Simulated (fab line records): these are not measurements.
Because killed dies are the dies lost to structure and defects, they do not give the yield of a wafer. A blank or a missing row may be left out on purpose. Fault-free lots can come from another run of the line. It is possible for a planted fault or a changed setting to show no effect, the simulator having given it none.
Matching of chambers | flow nand harc | NHARC_A_CHANNEL_HOLE_D1_ETCH_38 on rie diel-12: 4 sister chambers
The step etches the open film in CF4, target depth 39 nm, time 65 s. 4 wafers are shown with their chamber, then 8 later ones without.

WAFERS, EACH WITH ITS CHAMBER
wafer  | chamber | rf vpp V (V)
L847.6 | 1       | 152.0
L851.4 | 0       | 151.0
L851.6 | 2       | 152.2
L857.1 | 3       | 151.1

WAFERS WITHOUT THEIR CHAMBER
wafer  | rf vpp V (V)
L857.5 | 150.5
L857.6 | 150.3
L861.1 | 151.4
L861.3 | 151.7
L861.5 | 149.6
L863.2 | 150.6
L863.3 | 149.6
L863.6 | 151.2

THE CHAMBER EACH PASSED THROUGH
wafer  | from the rows above               | in truth
L857.5 | can't be placed: 0 or 3 or 1 or 2 | 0
L857.6 | can't be placed: 0 or 3 or 1 or 2 | 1
L861.1 | can't be placed: 3 or 0 or 1 or 2 | 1
L861.3 | can't be placed: 1 or 2 or 3 or 0 | 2
L861.5 | can't be placed: 0 or 3 or 1 or 2 | 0
L863.2 | can't be placed: 0 or 3 or 1 or 2 | 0
L863.3 | can't be placed: 0 or 3 or 1 or 2 | 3
L863.6 | can't be placed: 3 or 0 or 1 or 2 | 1
Correctly placed: 0 of 8. From these rows, 8 cannot be placed; in 8 the true chamber is one of the candidates. Placed wrongly: 0.
How it was worked out, from the rows above alone: a wafer's distance from a chamber is the root of the sum, over the readings, of the square of ((its reading less the chamber's mean) divided by the reading's scatter). The wafer belongs to the nearest chamber; if the next one is less than 2 further off, it can't be placed. For every chamber, the mean is computed from those of its wafers that are shown. The scatter: root of mean squared gap, hidden wafer to nearest shown wafer, with one shown wafer a chamber.
